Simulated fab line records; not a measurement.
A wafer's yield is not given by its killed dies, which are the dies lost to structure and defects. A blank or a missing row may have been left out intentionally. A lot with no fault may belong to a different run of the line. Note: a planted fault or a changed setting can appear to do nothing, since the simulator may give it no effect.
Split-lot study | flow n5-finfet | 16 wafers read across 7 lots, on a route 1938 steps long

THE SPLIT
At N5_BEOL_M3_SPUTTER_81 (material Cu, target thk 4.5 nm, time 8.29 s), the setting time-s was moved away from the recipe's 8.29 s on 2 of the 16 wafers read, by -14.1% to +11.6%. The other wafers ran this setting at the recipe's value.

The reading comes from the split's own step.

THE READING
Cu_of_BEOL_M3_SPUTTER_81.thk-nm (the simulator's own value, which no gauge read), in nm, at N5_BEOL_M3_SPUTTER_81 (material Cu, target thk 4.5 nm, time 8.29 s). No usual value for it is given in the file. Here, 14 wafers ran the recipe; their average is 4.5 nm with a standard deviation of 0.096 nm.

wafer  | tool, chamber at the split | time-s as run, s | against the recipe | Cu_of_BEOL_M3_SPUTTER_81.thk-nm, nm | against lot-mates on the recipe
L074.1 | pvd-sputter-02, -          | 8.29             | recipe             | 4.4                                 | -
L074.2 | pvd-sputter-02, -          | 8.29             | recipe             | 4.4                                 | -
L074.5 | pvd-sputter-02, -          | 8.29             | recipe             | 4.4                                 | -
L082.5 | pvd-sputter-02, -          | 8.29             | recipe             | 4.4                                 | -
L082.6 | pvd-sputter-02, -          | 8.29             | recipe             | 4.4                                 | -
L084.4 | pvd-sputter-01, -          | 8.29             | recipe             | 4.6                                 | -
L084.6 | pvd-sputter-01, -          | 8.29             | recipe             | 4.6                                 | -
L086.4 | pvd-sputter-02, -          | 9.252            | +11.6%             | 5                                   | +0.4
L086.5 | pvd-sputter-02, -          | 8.29             | recipe             | 4.6                                 | -
L091.1 | pvd-sputter-02, -          | 8.29             | recipe             | 4.4                                 | -
L091.4 | pvd-sputter-02, -          | 8.29             | recipe             | 4.4                                 | -
L091.5 | pvd-sputter-02, -          | 8.29             | recipe             | 4.4                                 | -
L092.3 | pvd-sputter-02, -          | 8.29             | recipe             | 4.4                                 | -
L092.5 | pvd-sputter-02, -          | 7.123            | -14.1%             | 3.8                                 | -0.6
L093.4 | pvd-sputter-01, -          | 8.29             | recipe             | 4.6                                 | -
L093.6 | pvd-sputter-01, -          | 8.29             | recipe             | 4.6                                 | -

FIT RESULTS
A straight line over all 16 wafers: Cu_of_BEOL_M3_SPUTTER_81.thk-nm changes by +0.0468 nm for each +1% of time-s; r = +0.92; the points scatter about the line by 0.096 nm.
The same after taking each lot's own level away (the mean of its wafers on the recipe; 16 wafers): +0.0393 nm for each +1%; r = +1.00; scatter 0.018 nm.
Per that fit: largest time-s move, reading shift of 0.55 nm.
The span of the lots' own levels, 4.40 to 4.60 nm, comes to 2.1 times the standard deviation stated above.
In other words, the slope is changed by the lot-to-lot level; the two fits disagree.
Check: for one of the wafers moved furthest among these (-14.1%), held out of the fit, the line's prediction against its lot-mates is -0.485 nm. Against them it came out at -0.6 nm.

ADDITIONAL SPLITS CARRIED BY THESE WAFERS
Before the reading, these wafers also passed through other splits. Each is held against what the fit with the lots' levels taken away leaves over:
other split on the same wafers            | wafers away from the commonest value | r with Cu_of_BEOL_M3_SPUTTER_81.thk-nm (lot level and that fit taken away)
N5_MOL_CONTACT_COAG_EXPOSE_81 dose-mj     | 4                                    | -0.53
N5_MOL_CONTACT_COAG_EXPOSE_37 dose-mj     | 9                                    | -0.03
N5_MOL_CONTACT_COAG_ETCH_67 source-w      | 3                                    | +0.09
N5_BEOL_M0_SAQP_SPACER1_ALD_98 ald-cycles | 6                                    | -0.09
N5_BEOL_M1_ILD_DEP_00 time-s              | 4                                    | -0.18
N5_BEOL_M1_EXPOSE_25 dose-mj              | 2                                    | -0.45
N5_BEOL_M2_ETCH_69 bias-w                 | 6                                    | +0.31
N5_BEOL_M2_TRENCH_ETCH_37 time-s          | 3                                    | -0.03

THE FILE'S OWN FIT
Cu_of_BEOL_M3_SPUTTER_81.thk-nm changes by +0.0393 nm for each +1% of time-s, r = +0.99.
